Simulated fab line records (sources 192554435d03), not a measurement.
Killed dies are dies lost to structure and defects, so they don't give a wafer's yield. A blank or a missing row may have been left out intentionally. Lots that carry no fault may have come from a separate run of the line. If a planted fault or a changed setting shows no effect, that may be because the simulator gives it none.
Split-lot study	flow n5 finfet	7 lots, 39 wafers read, on a route of 1938 steps

## THE SPLIT ITSELF
At N5_BEOL_M3_ILD_DEP_00 (deposits SiOC from DEMS/O2, target thk 79 nm, time 15.3 s), the setting time s was moved away from the recipe's 15.3 s on 12 of the 39 wafers read, by -58.3% to +42.3%. All remaining wafers had this setting at the recipe value.

The file shows no step between the split and the reading.

## THE READING
M3_ILD_THK, in nm, at N5_BEOL_M3_THK_MEAS_01. Typical for fault-free wafers on this fab line: 79.0 nm, with standard deviation 1.2 nm.

wafer	tool, chamber at the split	time s as run, s	against the recipe	M3_ILD_THK, nm	against lot-mates on the recipe
L077.1	pecvd-02, 1	15.3	recipe	79.6	-
L077.2	pecvd-02, 2	15.3	recipe	80.6	-
L077.3	pecvd-02, 0	15.3	recipe	79.1	-
L077.4	pecvd-02, 1	7.656	-50.0%	40.9	-38.9
L077.5	pecvd-02, 0	7.656	-50.0%	41.2	-38.6
L077.6	pecvd-02, 2	7.656	-50.0%	42.0	-37.8
L078.1	pecvd-03, 2	15.3	recipe	80.4	-
L078.2	pecvd-03, 1	15.3	recipe	79.3	-
L078.3	pecvd-03, 1	15.3	recipe	79.7	-
L078.4	pecvd-03, 2	15.3	recipe	81.2	-
L078.5	pecvd-03, 1	15.3	recipe	80.6	-
L078.6	pecvd-03, 2	15.3	recipe	80.9	-
L079.3	pecvd-02, 2	15.3	recipe	79.1	-
L079.4	pecvd-02, 0	15.3	recipe	79.2	-
L079.5	pecvd-02, 1	15.3	recipe	79.9	-
L081.1	pecvd-04, 0	15.3	recipe	78.1	-
L081.2	pecvd-04, 1	15.3	recipe	77.4	-
L081.3	pecvd-04, 2	15.3	recipe	77.8	-
L081.4	pecvd-04, 1	21.77	+42.3%	112.0	+34.2
L081.5	pecvd-04, 0	21.77	+42.3%	112.8	+35.0
L081.6	pecvd-04, 2	21.77	+42.3%	110.7	+32.9
L086.1	pecvd-04, 2	6.379	-58.3%	32.8	-46.6
L086.2	pecvd-04, 1	15.3	recipe	77.7	-
L086.3	pecvd-04, 0	6.379	-58.3%	32.9	-46.5
L086.4	pecvd-04, 2	15.3	recipe	79.9	-
L086.5	pecvd-04, 1	6.379	-58.3%	34.2	-45.2
L086.6	pecvd-04, 0	15.3	recipe	80.6	-
L087.1	pecvd-02, 1	21.12	+38.0%	108.1	+29.5
L087.2	pecvd-02, 0	15.3	recipe	78.8	-
L087.3	pecvd-02, 0	21.12	+38.0%	108.9	+30.3
L087.4	pecvd-02, 1	15.3	recipe	78.2	-
L087.5	pecvd-02, 1	21.12	+38.0%	108.5	+29.9
L087.6	pecvd-02, 0	15.3	recipe	78.9	-
L096.1	pecvd-03, 2	15.3	recipe	79.3	-
L096.2	pecvd-03, 1	15.3	recipe	78.8	-
L096.3	pecvd-03, 0	15.3	recipe	79.3	-
L096.4	pecvd-03, 1	15.3	recipe	80.0	-
L096.5	pecvd-03, 2	15.3	recipe	80.9	-
L096.6	pecvd-03, 0	15.3	recipe	79.8	-

THE FIT
A straight line over all 39 wafers: M3_ILD_THK changes by +0.774 nm for each +1% of time s; r = +1.00; the points scatter about the line by 1 nm.
The same after taking each lot's own level away (the mean of its wafers on the recipe; 39 wafers): +0.787 nm for each +1%; r = +1.00; scatter 0.74 nm.
According to that fit, moving time s by its largest amount changes the reading by 46 nm.
Across the lots, their own levels run from 77.77 to 80.35 nm, a range of 2.2 times the standard deviation given above.
Consequently the slope shifts little with the lot-to-lot level, the two slopes agreeing.
Check: -45.6 nm against its lot-mates is what the line predicts for one of the wafers moved furthest among these (-58.3%) when that wafer is left out of the fit. It came out at -46.6 nm against them.

## OTHER SPLITS ON THESE WAFERS
Note: prior to the reading, these wafers also went through further splits. Each is held against what the fit with the lots' levels taken away leaves over:
other split on the same wafers	wafers away from the commonest value	r with M3_ILD_THK (lot level and that fit taken away)
N5_BEOL_M0_SAQP_SPACER2_ALD_26 target thk a	15	-0.01

## THE WHOLE CHAIN: every reading that the file lists as answering this split, in the file's order
step	what it does	reading	change (the file's fit)	r (the file's)
N5_BEOL_M3_ILD_DEP_00	deposits SiOC from DEMS/O2, target thk 79 nm, time 15.3 s	SiOC_of_BEOL_M3_ILD_DEP_00.thk nm (the simulator's own value, which no gauge read)	+0.787 nm for each +1% of the setting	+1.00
N5_BEOL_M3_THK_MEAS_01		M3_ILD_THK	+0.787 for each +1% of the setting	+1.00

## FILE'S OWN FIT
M3_ILD_THK changes by +0.787 nm for each +1% of time s, r = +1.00.
